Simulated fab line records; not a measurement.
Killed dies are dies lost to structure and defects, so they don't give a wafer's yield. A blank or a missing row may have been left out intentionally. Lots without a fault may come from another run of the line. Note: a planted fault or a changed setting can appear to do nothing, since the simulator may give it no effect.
fab line records	flow n5_finfet
[record] lots = 24	wafers = 72	last_day = 18
route steps=1938 shown GATE_CUT@491 MOL_CONTACT_COAG@528
lots that met no fault: from a run of the same line without faults
start_h: hours from the record's opening day to when the first of the lot's shown wafers began	wait_h: how many hours have passed since the lot's step before this one	" same as the row above	L1.1+2: one row covering several wafers at once	- no value present, or no start provided	* or withheld: withheld	< > ~ a bound
route shown NAME@n: names a module that has steps shown in the file, with the first one's number in the route	usual: mean/standard deviation taken from wafers without a fault	same: alike in all rows	chamber/n: place in a boat	sites: each site's reading	_std_site: the values' standard deviation	_edge_site: inner sites' mean taken away from outer sites' mean	radius_mm: how far each site lies from the wafer's centre	mask NAME#n: copy n	behind: the most recent tool/chamber to have shaped the wafer	hold: reason for holding the lot/hours on hold/outcome of the hold	device: the n, p or np transistor that did not switch	end of line: the same wafers' tests at the end of the route	step lacking rows: just its recipe	killed: dies lost to structure and defects at the first sort, not the wafer's yield	map: a wafer's dies, x killed, . not, _ none there
set.NAME: the setting that was run; set.NAME@STEP: the one run at that earlier step	model.NAME: the simulator's own value behind a step, which no gauge read
route steps across a sampled set of lots; one table per step, one row per wafer
services: a tool's chamber out of use, with start hour (start_h, from the record's first day; less than 0 if before it), hours out, and reason
[[steps]]
[step N5_GATE_CUT_ETCH_28]
[recipe] chemistry = N2/H2	target = underlayer	target_depth_a = 130	mask_material = CAR-EUV	time_s = 10.4	ion_energy_ev = 200	pressure_mtorr = 30	source_w = 840	bias_w = 150	n2_flow_sccm = 200	h2_flow_sccm = 200	ends = cleared
[usual] drypump_motor_current_A = 5.8/0.45	etch_rf_on_time_s = 10.43/0.17	oes_product_au = 0.65/0.063	rf_fwd_power_W = 819.0/2.9	rf_vpp_V = 522.9/2.5	showerhead_plenum_p_Torr = 2.50/0.084	throttle_valve_pct = 17.85/0.22
lot.wafer	tool	chamber	start_h	wait_h	drypump_motor_current_A	etch_rf_on_time_s	oes_product_au	rf_fwd_power_W	rf_hours_counter_h	rf_vpp_V	showerhead_plenum_p_Torr	throttle_valve_pct
L074.1	rie_diel-04	3	84.07	0.0	5.9	10.47	0.63	818.4	185	524.8	2.53	18.03
L074.4	"	2	"	"	5.7	10.68	0.58	819.0	220	523.5	2.51	18.01
L074.5	"	2	"	"	5.7	10.66	0.59	821.6	-	523.7	2.51	18.01
L075.2	rie_diel-03	0	88.67	0.0	6.1	10.35	0.67	819.3	150	520.9	2.44	17.82
L075.4	"	3	"	"	6.2	10.36	0.70	826.4	80	521.8	2.47	17.80
L075.6	"	1	"	"	4.7	10.30	0.58	819.8	-	526.1	2.61	17.88
L076.1	rie_diel-03	0	95.71	0.0	6.0	10.23	0.67	818.8	152	521.0	2.43	17.83
L076.2	"	3	"	"	6.2	10.35	0.71	818.9	82	523.6	2.46	17.81
L076.4	"	2	"	"	6.2	10.31	0.64	821.5	142	522.0	2.45	17.91
L077.1	rie_diel-03	2	101.86	0.0	6.2	10.37	0.64	815.4	143	521.2	2.45	17.92
L077.2	"	0	"	"	6.1	10.42	0.66	818.9	155	521.0	2.43	17.83
L077.5	"	0	"	"	6.1	10.46	0.66	820.8	-	520.2	2.43	17.81
L078.2	rie_diel-02	3	112.39	0.0	6.3	10.76	0.59	819.7	236	526.6	2.62	17.80
L078.4	"	1	"	"	5.7	10.24	0.67	816.2	118	519.0	2.35	17.38
L078.6	"	0	"	"	5.7	10.65	0.65	818.8	-	524.8	2.55	18.04
L079.3	rie_diel-03	1	116.25	0.0	4.7	10.34	0.58	822.2	236	525.3	2.60	17.91
L079.4	"	2	"	"	6.2	10.54	0.63	814.9	147	520.5	2.45	17.92
L079.6	"	3	"	"	6.2	10.45	0.70	823.7	-	522.3	2.46	17.81
L080.3	rie_diel-03	3	124.45	0.0	6.2	10.42	0.70	819.9	89	522.6	2.46	17.80
L080.5	"	2	"	"	6.2	10.36	0.64	819.8	-	520.9	2.45	17.94
L080.6	"	3	"	"	6.2	10.43	0.69	819.3	-	522.0	2.46	17.81
L081.2	rie_diel-03	0	129.45	0.0	6.1	10.57	0.65	816.9	162	521.5	2.43	17.81
L081.3	"	1	"	"	4.7	10.33	0.58	818.0	239	525.9	2.60	17.92
L081.4	"	2	"	"	6.2	10.56	0.64	821.5	150	520.5	2.44	17.93
L082.2	rie_diel-04	3	135.93	0.0	5.8	10.37	0.62	815.7	199	523.3	2.52	18.06
L082.4	"	1	"	"	6.1	10.42	0.65	818.0	144	528.9	2.66	17.74
L082.6	"	2	"	"	5.7	10.62	0.58	817.4	-	523.9	2.50	18.05
L083.1	rie_diel-02	3	138.63	0.0	6.3	10.70	0.59	818.5	244	525.7	2.62	17.82
L083.2	"	2	"	"	5.2	10.57	0.58	817.7	249	523.4	2.49	17.69
L083.3	"	0	"	"	5.7	10.64	0.63	813.5	130	522.5	2.55	18.07
L084.2	rie_diel-02	0	147.88	0.0	5.7	10.60	0.64	819.9	134	523.7	2.55	18.08
L084.4	"	1	"	"	5.7	10.22	0.66	818.1	-	521.2	2.35	17.37
L084.5	"	0	"	"	5.7	10.58	0.64	818.3	-	524.7	2.55	18.08
L085.1	rie_diel-04	2	154.79	0.0	5.7	10.60	0.58	816.2	240	523.0	2.50	18.07
L085.3	"	3	"	"	5.8	10.45	0.63	816.9	204	521.8	2.52	18.06
L085.5	"	3	"	"	5.8	10.43	0.62	818.4	-	523.7	2.52	18.07
L086.2	rie_diel-03	1	161.07	0.0	4.7	10.38	0.57	819.7	248	526.6	2.60	17.93
L086.3	"	2	"	"	6.2	10.43	0.64	819.6	159	520.7	2.44	17.94
L086.6	"	0	"	"	6.1	10.44	0.65	819.5	-	521.6	2.43	17.85
L087.1	rie_diel-02	0	164.46	0.0	5.7	10.58	0.63	815.9	140	522.7	2.55	18.10
L087.3	"	1	"	"	5.7	10.23	0.66	817.2	131	519.3	2.35	17.40
L087.6	"	1	"	"	5.7	10.15	0.66	815.9	-	518.8	2.35	17.41
L088.1	rie_diel-04	0	171.90	0.0	5.6	10.49	0.60	822.0	199	522.4	2.52	18.12
L088.4	"	2	"	"	5.7	10.59	0.57	813.9	247	523.8	2.50	18.05
L088.6	"	2	"	"	5.7	10.55	0.57	816.5	-	521.4	2.50	18.08
L089.1	rie_diel-02	0	175.68	0.0	5.7	10.58	0.63	819.2	144	522.8	2.55	18.09
L089.5	"	3	"	"	6.3	10.70	0.57	817.3	-	525.0	2.61	17.83
L089.6	"	0	"	"	5.7	10.57	0.63	818.4	-	523.5	2.54	18.10
L090.1	rie_diel-03	3	180.28	0.0	6.2	10.40	0.68	819.3	105	522.2	2.46	17.84
L090.3	"	2	"	"	6.2	10.48	0.62	815.4	165	520.3	2.44	17.97
L090.4	"	0	"	"	6.1	10.45	0.64	819.4	-	521.7	2.42	17.87
L091.2	rie_diel-04	1	187.05	0.0	6.1	10.34	0.65	824.9	159	527.7	2.65	17.80
L091.5	"	0	"	"	5.6	10.30	0.60	821.2	-	525.5	2.52	18.14
L091.6	"	3	"	"	5.8	10.36	0.62	823.0	-	524.2	2.51	18.10
L092.1	rie_diel-02	1	194.00	0.0	5.7	10.13	0.66	818.7	142	519.5	2.34	17.42
L092.2	"	0	"	"	5.7	10.49	0.63	825.4	151	524.1	2.54	18.10
L092.4	"	3	"	"	6.3	10.28	0.83	820.8	1	525.5	2.61	17.41
L093.1	rie_diel-04	1	201.60	0.0	6.1	10.51	0.64	816.3	166	526.4	2.65	17.80
L093.3	"	2	"	"	5.7	10.22	0.85	824.3	0	523.6	2.49	17.66
L093.4	"	0	"	"	5.6	10.42	0.60	821.9	209	524.5	2.52	18.14
L094.1	rie_diel-03	0	203.02	0.0	6.1	10.49	0.64	820.8	185	520.5	2.42	17.87
L094.5	"	2	"	"	6.2	10.46	0.62	818.8	-	520.1	2.44	17.96
L094.6	"	1	"	"	4.7	10.01	0.85	818.6	-	526.1	2.60	17.49
L095.3	rie_diel-02	1	210.67	0.0	5.7	10.19	0.65	820.2	147	518.3	2.34	17.41
L095.4	"	0	"	"	5.7	10.52	0.63	813.9	157	523.5	2.54	18.13
L095.6	"	3	"	"	6.3	10.20	0.82	816.7	-	523.9	2.61	17.43
L096.1	rie_diel-03	2	224.85	0.0	6.2	10.50	0.61	822.6	179	521.2	2.43	17.98
L096.4	"	0	"	"	6.1	10.47	0.63	813.5	191	521.7	2.42	17.89
L096.5	"	3	"	"	6.2	10.51	0.66	825.7	-	520.9	2.45	17.86
L097.1	rie_diel-03	0	227.95	0.0	6.1	10.47	0.63	816.6	192	520.9	2.42	17.90
L097.3	"	2	"	"	6.2	10.65	0.61	813.7	180	519.0	2.43	18.00
L097.5	"	1	"	"	4.7	10.22	0.82	818.8	-	526.5	2.59	17.51
[step N5_GATE_CUT_ETCH_47]
[recipe] chemistry = Cl2/BCl3	target = SiO2	target_depth_a = 100	pressure_mtorr = 10	icp_w = 1000	bias_w = 126	Cl2_flow_sccm = 53.25	bcl3_flow_sccm = 21.75	Ar_flow_sccm = 25
[usual] drypump_motor_current_A = 5.8/0.33	oes_product_au = 0.79/0.12	rf_fwd_power_W = 983/5.1	throttle_valve_pct = 22.65/0.11
lot.wafer	tool	chamber	start_h	wait_h	drypump_motor_current_A	oes_product_au	rf_fwd_power_W	rf_hours_counter_h	throttle_valve_pct
L074.1	rie_metal-02	0	84.58	0.0	6.2	0.86	980	23	22.66
L074.4	"	1	"	"	6.2	0.60	974	-	22.69
L074.5	"	1	"	"	6.2	0.60	977	-	22.66
L075.2	rie_metal-01	0	89.18	0.0	5.6	0.94	991	5	22.66
L075.4	"	1	"	"	5.4	0.66	985	-	22.82
L075.6	"	1	"	"	5.4	0.66	993	-	22.81
L076.1	rie_metal-01	1	96.21	0.0	5.4	0.66	991	100	22.82
L076.2	"	0	"	"	5.6	0.93	983	6	22.66
L076.4	"	1	"	"	5.3	0.66	989	-	22.84
L077.1	rie_metal-03	1	102.36	0.0	5.8	0.81	982	31	22.58
L077.2	"	0	"	"	6.1	0.65	982	95	22.58
L077.5	"	0	"	"	6.1	0.66	981	-	22.58
L078.2	rie_metal-02	0	113.06	0.1	6.1	0.85	983	-	22.65
L078.4	"	0	"	"	6.2	0.85	980	-	22.67
L078.6	"	0	"	"	6.2	0.85	984	-	22.69
L079.3	rie_metal-02	0	116.93	0.1	6.1	0.84	982	-	22.70
L079.4	"	0	"	"	6.1	0.85	986	-	22.69
L079.6	"	0	"	"	6.1	0.84	983	-	22.69
L080.3	rie_metal-02	0	124.96	0.0	6.1	0.84	987	-	22.70
L080.5	"	0	"	"	6.1	0.84	982	-	22.68
L080.6	"	1	"	"	6.2	1.01	977	-	22.43
L081.2	rie_metal-01	1	129.96	0.0	5.4	0.64	994	103	22.81
L081.3	"	0	"	"	5.6	0.91	989	-	22.67
L081.4	"	1	"	"	5.4	0.65	991	-	22.82
L082.2	rie_metal-01	0	136.44	0.0	5.6	0.91	984	9	22.67
L082.4	"	0	"	"	5.6	0.91	985	-	22.67
L082.6	"	1	"	"	5.4	0.65	989	-	22.80
L083.1	rie_metal-02	0	139.13	0.0	6.1	0.83	984	29	22.69
L083.2	"	1	"	"	6.2	0.96	976	1	22.41
L083.3	"	1	"	"	6.2	0.97	976	-	22.41
L084.2	rie_metal-03	0	148.39	0.0	6.1	0.66	983	98	22.57
L084.4	"	0	"	"	6.1	0.66	975	-	22.58
L084.5	"	1	"	"	5.8	0.80	984	-	22.59
L085.1	rie_metal-01	0	155.30	0.0	5.5	0.90	987	10	22.68
L085.3	"	0	"	"	5.5	0.91	985	-	22.66
L085.5	"	0	"	"	5.5	0.90	985	-	22.67
L086.2	rie_metal-03	1	161.58	0.0	5.8	0.79	976	37	22.61
L086.3	"	0	"	"	6.1	0.66	978	-	22.57
L086.6	"	0	"	"	6.1	0.66	979	-	22.58
L087.1	rie_metal-03	1	164.97	0.0	5.8	0.79	982	37	22.59
L087.3	"	0	"	"	6.1	0.65	984	-	22.57
L087.6	"	0	"	"	6.1	0.65	984	-	22.57
L088.1	rie_metal-02	0	172.40	0.0	6.2	0.82	980	32	22.69
L088.4	"	0	"	"	6.2	0.82	982	-	22.67
L088.6	"	1	"	"	6.2	0.95	977	-	22.41
L089.1	rie_metal-03	0	176.18	0.0	6.1	0.65	984	100	22.58
L089.5	"	0	"	"	6.1	0.65	982	-	22.58
L089.6	"	1	"	"	5.8	0.79	981	-	22.60
L090.1	rie_metal-02	0	180.78	0.0	6.2	0.82	977	33	22.69
L090.3	"	1	"	"	6.2	0.94	971	-	22.44
L090.4	"	0	"	"	6.2	0.82	982	-	22.68
L091.2	rie_metal-01	1	187.56	0.0	5.4	0.65	991	107	22.83
L091.5	"	1	"	"	5.3	0.64	992	-	22.83
L091.6	"	0	"	"	5.5	0.88	986	-	22.68
L092.1	rie_metal-02	1	194.52	0.0	6.2	0.93	979	6	22.43
L092.2	"	0	"	"	6.1	0.81	983	34	22.70
L092.4	"	1	"	"	6.2	0.93	982	-	22.42
L093.1	rie_metal-01	0	202.11	0.0	5.5	0.89	984	14	22.69
L093.3	"	1	"	"	5.4	0.64	991	-	22.83
L093.4	"	0	"	"	5.5	0.89	985	-	22.69
L094.1	rie_metal-03	0	203.53	0.0	6.1	0.65	980	103	22.59
L094.5	"	0	"	"	6.1	0.65	982	-	22.60
L094.6	"	1	"	"	5.8	0.78	979	-	22.61
L095.3	rie_metal-03	1	211.19	0.0	5.8	0.77	980	-	22.61
L095.4	"	0	"	"	6.1	0.65	978	-	22.60
L095.6	"	1	"	"	5.8	0.78	984	-	22.59
L096.1	rie_metal-01	1	225.36	0.0	5.4	0.64	986	110	22.84
L096.4	"	0	"	"	5.5	0.88	983	-	22.69
L096.5	"	1	"	"	5.4	0.63	996	-	22.85
L097.1	rie_metal-01	0	228.46	0.0	5.5	0.87	988	16	22.68
L097.3	"	0	"	"	5.5	0.88	989	-	22.69
L097.5	"	1	"	"	5.4	0.63	986	-	22.83
[step N5_GATE_CUT_STRIP_21]
[recipe] chemistry = N2/H2	time_s = 30	power_w = 1000	temp_c = 250	pressure_mtorr = withheld	n2_flow_sccm = 1750	h2_flow_sccm = 3250
[usual] drypump_motor_current_A = 5.5/0.48	heater_power_w = 321/63	temp_c = 250.03/0.18
lot.wafer	tool	chamber	start_h	wait_h	drypump_motor_current_A	heater_power_w	rf_hours_counter_h	temp_c
L074.1	plasma_asher-02	0	84.72	0.0	5.7	377	86	250.19
L074.4	"	1	"	"	6.0	227	-	250.02
L074.5	"	1	"	"	6.0	222	-	249.76
L075.2	plasma_asher-01	0	89.32	0.0	5.1	321	40	250.04
L075.4	"	1	"	"	4.7	367	-	250.10
L075.6	"	1	"	"	4.7	384	-	250.36
L076.1	plasma_asher-02	0	96.36	0.0	5.7	366	88	250.33
L076.2	"	1	"	"	6.0	225	88	250.35
L076.4	"	1	"	"	6.0	226	-	250.20
L077.1	plasma_asher-01	0	102.50	0.0	5.1	314	42	250.01
L077.2	"	1	"	"	4.7	379	42	249.98
L077.5	"	1	"	"	4.7	375	-	250.04
L078.2	plasma_asher-01	1	113.31	0.1	4.7	385	46	250.01
L078.4	"	0	"	"	5.1	317	-	249.93
L078.6	"	1	"	"	4.7	375	-	250.23
L079.3	plasma_asher-02	1	117.19	0.1	6.0	222	-	250.24
L079.4	"	0	"	"	5.7	373	-	249.83
L079.6	"	1	"	"	6.0	227	-	249.82
L080.3	plasma_asher-02	0	125.12	0.1	5.7	378	-	249.86
L080.5	"	0	"	"	5.7	367	-	249.72
L080.6	"	1	"	"	6.0	231	-	249.98
L081.2	plasma_asher-02	1	130.11	0.1	6.0	229	92	250.11
L081.3	"	1	"	"	6.0	228	-	250.09
L081.4	"	0	"	"	5.7	368	-	250.01
L082.2	plasma_asher-02	1	136.59	0.0	6.0	227	95	250.12
L082.4	"	1	"	"	6.0	228	-	250.42
L082.6	"	1	"	"	6.0	227	-	250.27
L083.1	plasma_asher-02	0	139.28	0.0	5.7	371	95	249.83
L083.2	"	1	"	"	6.0	228	95	250.08
L083.3	"	0	"	"	5.7	367	-	249.85
L084.2	plasma_asher-02	1	148.71	0.2	6.0	233	100	249.90
L084.4	"	0	"	"	5.7	377	-	249.77
L084.5	"	1	"	"	6.0	230	-	250.44
L085.1	plasma_asher-02	1	155.44	0.0	6.0	232	102	249.99
L085.3	"	0	"	"	5.7	378	-	249.86
L085.5	"	1	"	"	6.0	228	-	250.15
L086.2	plasma_asher-02	0	161.72	0.0	5.7	373	105	249.75
L086.3	"	0	"	"	5.7	384	-	249.58
L086.6	"	1	"	"	6.0	231	-	249.79
L087.1	plasma_asher-01	1	165.11	0.0	4.7	377	49	250.15
L087.3	"	1	"	"	4.7	369	-	249.88
L087.6	"	0	"	"	5.1	323	-	249.83
L088.1	plasma_asher-02	1	172.58	0.1	6.0	228	108	249.65
L088.4	"	0	"	"	5.7	370	-	250.28
L088.6	"	0	"	"	5.7	378	-	249.97
L089.1	plasma_asher-01	1	176.33	0.0	4.7	364	52	250.32
L089.5	"	0	"	"	5.1	327	-	250.01
L089.6	"	1	"	"	4.7	374	-	250.22
L090.1	plasma_asher-01	1	180.92	0.0	4.7	371	53	250.01
L090.3	"	1	"	"	4.7	383	-	250.15
L090.4	"	0	"	"	5.1	325	-	249.81
L091.2	plasma_asher-02	1	187.70	0.0	6.0	232	110	250.08
L091.5	"	0	"	"	5.7	366	-	250.09
L091.6	"	1	"	"	6.0	228	-	250.01
L092.1	plasma_asher-02	1	194.66	0.0	6.0	229	112	250.32
L092.2	"	0	"	"	5.7	369	112	250.09
L092.4	"	0	"	"	5.7	379	-	250.00
L093.1	plasma_asher-01	0	202.25	0.0	5.1	324	56	250.13
L093.3	"	1	"	"	4.7	373	-	249.97
L093.4	"	0	"	"	5.1	327	-	250.01
L094.1	plasma_asher-02	1	203.67	0.0	6.0	221	114	249.70
L094.5	"	1	"	"	6.0	228	-	250.07
L094.6	"	0	"	"	5.7	386	-	249.92
L095.3	plasma_asher-01	1	211.34	0.1	4.7	371	-	250.05
L095.4	"	0	"	"	5.1	329	-	250.03
L095.6	"	0	"	"	5.1	316	-	250.04
L096.1	plasma_asher-01	0	225.50	0.0	5.1	326	61	250.30
L096.4	"	0	"	"	5.1	324	-	250.36
L096.5	"	0	"	"	5.1	331	-	250.24
L097.1	plasma_asher-01	1	228.60	0.0	4.7	374	62	250.09
L097.3	"	1	"	"	4.7	365	-	250.08
L097.5	"	0	"	"	5.1	330	-	250.02
[step N5_GATE_CUT_INSPECT_26]
[recipe] inspect_instrument = darkfield	mode = post_cmp
[usual] raw_defect_count = 36/15
lot.wafer	tool	chamber	start_h	wait_h	raw_defect_count
L074.1	defect_inspect-02	-	87.40	0.0	22
L074.4	"	-	"	"	36
L074.5	"	-	"	"	23
L075.2	defect_inspect-02	-	92.06	0.0	55
L075.4	"	-	"	"	43
L075.6	"	-	"	"	23
L076.1	defect_inspect-02	-	99.05	0.0	123
L076.2	"	-	"	"	59
L076.4	"	-	"	"	47
L077.1	defect_inspect-02	-	105.18	0.0	38
L077.2	"	-	"	"	50
L077.5	"	-	"	"	26
L078.2	defect_inspect-02	-	116.36	0.0	49
L078.4	"	-	"	"	41
L078.6	"	-	"	"	35
L079.3	defect_inspect-01	-	119.86	0.0	35
L079.4	"	-	"	"	21
L079.6	"	-	"	"	36
L080.3	defect_inspect-02	-	127.79	0.0	34
L080.5	"	-	"	"	43
L080.6	"	-	"	"	34
L081.2	defect_inspect-02	-	132.79	0.0	31
L081.3	"	-	"	"	13
L081.4	"	-	"	"	36
L082.2	defect_inspect-01	-	139.62	0.0	20
L082.4	"	-	"	"	23
L082.6	"	-	"	"	22
L083.1	defect_inspect-02	-	141.95	0.0	26
L083.2	"	-	"	"	33
L083.3	"	-	"	"	23
L084.2	defect_inspect-02	-	151.79	0.0	37
L084.4	"	-	"	"	69
L084.5	"	-	"	"	80
L085.1	defect_inspect-02	-	158.67	0.0	24
L085.3	"	-	"	"	44
L085.5	"	-	"	"	37
L086.2	defect_inspect-01	-	164.43	0.0	34
L086.3	"	-	"	"	23
L086.6	"	-	"	"	15
L087.1	defect_inspect-01	-	167.80	0.0	65
L087.3	"	-	"	"	48
L087.6	"	-	"	"	63
L088.1	defect_inspect-01	-	175.72	0.0	19
L088.4	"	-	"	"	28
L088.6	"	-	"	"	25
L089.1	defect_inspect-02	-	179.00	0.0	36
L089.5	"	-	"	"	39
L089.6	"	-	"	"	30
L090.1	defect_inspect-02	-	183.60	0.0	46
L090.3	"	-	"	"	45
L090.4	"	-	"	"	34
L091.2	defect_inspect-02	-	192.00	0.0	41
L091.5	"	-	"	"	63
L091.6	"	-	"	"	38
L092.1	defect_inspect-02	-	197.34	0.0	38
L092.2	"	-	"	"	27
L092.4	"	-	"	"	31
L093.1	defect_inspect-01	-	204.98	0.0	27
L093.3	"	-	"	"	33
L093.4	"	-	"	"	43
L094.1	defect_inspect-02	-	206.42	0.0	27
L094.5	"	-	"	"	38
L094.6	"	-	"	"	57
L095.3	defect_inspect-01	-	214.02	0.0	43
L095.4	"	-	"	"	42
L095.6	"	-	"	"	27
L096.1	defect_inspect-01	-	228.51	0.0	19
L096.4	"	-	"	"	31
L096.5	"	-	"	"	28
L097.1	defect_inspect-01	-	231.29	0.0	21
L097.3	"	-	"	"	31
L097.5	"	-	"	"	22
[step N5_MOL_CONTACT_COAG_INSPECT_10]
[recipe] mode = adi	inspect_instrument = brightfield
[usual] raw_defect_count = 66/25
lot.wafer	tool	chamber	start_h	wait_h	raw_defect_count
L074.1	defect_inspect-01	-	87.78	0.1	48
L074.4	"	-	"	"	68
L074.5	"	-	"	"	46
L075.2	defect_inspect-01	-	92.45	0.0	94
L075.4	"	-	"	"	79
L075.6	"	-	"	"	50
L076.1	defect_inspect-01	-	99.45	0.1	206
L076.2	"	-	"	"	108
L076.4	"	-	"	"	92
L077.1	defect_inspect-01	-	105.57	0.1	55
L077.2	"	-	"	"	88
L077.5	"	-	"	"	61
L078.2	defect_inspect-01	-	116.74	0.0	75
L078.4	"	-	"	"	65
L078.6	"	-	"	"	53
L079.3	defect_inspect-02	-	120.37	0.0	66
L079.4	"	-	"	"	39
L079.6	"	-	"	"	55
L080.3	defect_inspect-01	-	128.17	0.0	71
L080.5	"	-	"	"	70
L080.6	"	-	"	"	57
L081.2	defect_inspect-01	-	133.19	0.0	41
L081.3	"	-	"	"	34
L081.4	"	-	"	"	91
L082.2	defect_inspect-01	-	140.13	0.0	50
L082.4	"	-	"	"	45
L082.6	"	-	"	"	46
L083.1	defect_inspect-02	-	142.34	0.1	62
L083.2	"	-	"	"	58
L083.3	"	-	"	"	56
L084.2	defect_inspect-02	-	152.31	0.0	77
L084.4	"	-	"	"	116
L084.5	"	-	"	"	134
L085.1	defect_inspect-02	-	159.05	0.1	44
L085.3	"	-	"	"	78
L085.5	"	-	"	"	58
L086.2	defect_inspect-01	-	164.96	0.0	65
L086.3	"	-	"	"	30
L086.6	"	-	"	"	37
L087.1	defect_inspect-01	-	168.18	0.1	112
L087.3	"	-	"	"	68
L087.6	"	-	"	"	98
L088.1	defect_inspect-01	-	176.11	0.1	33
L088.4	"	-	"	"	37
L088.6	"	-	"	"	51
L089.1	defect_inspect-02	-	179.39	0.1	73
L089.5	"	-	"	"	67
L089.6	"	-	"	"	62
L090.1	defect_inspect-01	-	183.99	0.1	86
L090.3	"	-	"	"	69
L090.4	"	-	"	"	70
L091.2	defect_inspect-01	-	192.52	0.0	73
L091.5	"	-	"	"	115
L091.6	"	-	"	"	74
L092.1	defect_inspect-02	-	197.72	0.1	67
L092.2	"	-	"	"	58
L092.4	"	-	"	"	50
L093.1	defect_inspect-01	-	205.37	0.1	61
L093.3	"	-	"	"	45
L093.4	"	-	"	"	63
L094.1	defect_inspect-01	-	206.93	0.1	55
L094.5	"	-	"	"	74
L094.6	"	-	"	"	118
L095.3	defect_inspect-01	-	214.40	0.0	74
L095.4	"	-	"	"	57
L095.6	"	-	"	"	59
L096.1	defect_inspect-01	-	229.02	0.1	48
L096.4	"	-	"	"	55
L096.5	"	-	"	"	50
L097.1	defect_inspect-02	-	231.67	0.1	37
L097.3	"	-	"	"	48
L097.5	"	-	"	"	48
[step N5_MOL_CONTACT_COAG_CO_FILL_22]
[recipe] material = Co	target_thk_a = 200	temp_c = 200	precursor = CCTBA/H2	pressure_torr = 30
[usual] heater_power_w = 238/26	susceptor_temp_C = 200.00/0.17
lot.wafer	tool	chamber	start_h	wait_h	heater_power_w	susceptor_temp_C
L074.1	cvd_co-02	1	89.93	0.1	295	200.19
L074.4	"	0	"	"	273	199.92
L074.5	"	1	"	"	306	199.91
L075.2	cvd_co-01	0	95.67	0.1	227	200.10
L075.4	"	2	"	"	211	200.12
L075.6	"	0	"	"	228	200.14
L076.1	cvd_co-02	0	105.15	0.1	277	199.71
L076.2	"	1	"	"	299	199.94
L076.4	"	2	"	"	227	200.04
L077.1	cvd_co-01	1	109.13	0.1	222	199.91
L077.2	"	0	"	"	220	200.17
L077.5	"	2	"	"	208	199.83
L078.2	cvd_co-01	2	120.87	0.1	205	199.73
L078.4	"	2	"	"	214	199.82
L078.6	"	0	"	"	234	199.99
L079.3	cvd_co-01	2	123.90	0.1	205	199.98
L079.4	"	2	"	"	206	200.15
L079.6	"	0	"	"	230	199.72
L080.3	cvd_co-01	0	131.15	0.1	229	200.06
L080.5	"	2	"	"	210	200.03
L080.6	"	1	"	"	225	199.79
L081.2	cvd_co-02	2	135.78	0.1	225	199.93
L081.3	"	2	"	"	222	199.90
L081.4	"	0	"	"	279	199.96
L082.2	cvd_co-01	2	143.38	0.1	209	200.18
L082.4	"	2	"	"	205	199.98
L082.6	"	0	"	"	224	200.15
L083.1	cvd_co-01	1	144.34	0.1	225	200.05
L083.2	"	2	"	"	206	200.29
L083.3	"	0	"	"	227	200.09
L084.2	cvd_co-02	2	154.70	0.1	222	200.17
L084.4	"	1	"	"	271	200.10
L084.5	"	2	"	"	221	200.14
L085.1	cvd_co-02	1	161.30	0.1	276	200.12
L085.3	"	2	"	"	221	199.99
L085.5	"	2	"	"	221	199.98
L086.2	cvd_co-01	1	170.54	0.1	228	200.23
L086.3	"	2	"	"	207	199.92
L086.6	"	0	"	"	224	200.08
L087.1	cvd_co-02	0	171.56	0.1	273	200.30
L087.3	"	1	"	"	275	199.49
L087.6	"	2	"	"	227	200.15
L088.1	cvd_co-02	2	179.84	0.1	227	200.13
L088.4	"	2	"	"	224	200.39
L088.6	"	0	"	"	274	199.99
L089.1	cvd_co-01	2	182.12	0.1	212	199.98
L089.5	"	0	"	"	221	199.97
L089.6	"	2	"	"	207	199.84
L090.1	cvd_co-01	0	189.79	0.1	221	199.70
L090.3	"	1	"	"	229	199.88
L090.4	"	0	"	"	225	199.97
L091.2	cvd_co-02	1	196.31	0.1	269	199.95
L091.5	"	1	"	"	275	199.97
L091.6	"	0	"	"	271	200.08
L092.1	cvd_co-01	1	200.83	0.1	226	199.64
L092.2	"	0	"	"	223	200.15
L092.4	"	0	"	"	228	200.40
L093.1	cvd_co-01	2	207.68	0.1	206	200.08
L093.3	"	0	"	"	226	199.68
L093.4	"	2	"	"	213	200.06
L094.1	cvd_co-02	0	210.65	0.1	275	200.06
L094.5	"	1	"	"	269	199.72
L094.6	"	2	"	"	230	200.22
L095.3	cvd_co-02	0	219.59	0.1	265	200.20
L095.4	"	2	"	"	226	199.89
L095.6	"	0	"	"	278	199.76
L096.1	cvd_co-01	1	231.35	0.2	226	199.98
L096.4	"	2	"	"	212	200.01
L096.5	"	0	"	"	232	199.96
L097.1	cvd_co-02	1	239.37	0.1	275	199.76
L097.3	"	0	"	"	274	200.25
L097.5	"	0	"	"	277	200.03
[[services]]
tool	chamber	start_h	hours	kind
rie_diel-03	1	63.21	7.4	repair
rie_metal-02	1	97.22	-	clean
plasma_asher-02	-	97.39	8.7	pm
plasma_asher-02	-	111.70	0.6	repair
rie_metal-01	-	114.66	2.8	pm
cvd_co-02	1	114.67	-	clean
cvd_co-02	1	114.67	22.0	scheduled_down
cvd_co-02	1	114.67	22.0	vent_cycle
cvd_co-01	-	122.50	0.8	repair
rie_diel-02	1	128.59	14.5	repair
rie_metal-03	0	129.62	17.6	repair
rie_metal-01	-	146.51	1.7	repair
cvd_co-01	-	153.72	6.9	pm
cvd_co-02	-	168.66	0.6	repair
rie_diel-03	1	170.57	-	clean
rie_diel-03	1	170.57	-	consumable_replace:focus_ring
rie_diel-03	1	170.57	23.4	scheduled_down
rie_diel-03	1	170.57	23.4	vent_cycle
cvd_co-01	2	189.17	15.3	repair
cvd_co-01	1	205.77	4.3	repair
cvd_co-01	0	208.60	9.6	repair
rie_metal-03	-	220.80	1.4	pm
plasma_asher-02	-	227.36	28.1	pm
cvd_co-02	-	227.63	6.0	pm
[[key]]
fault none
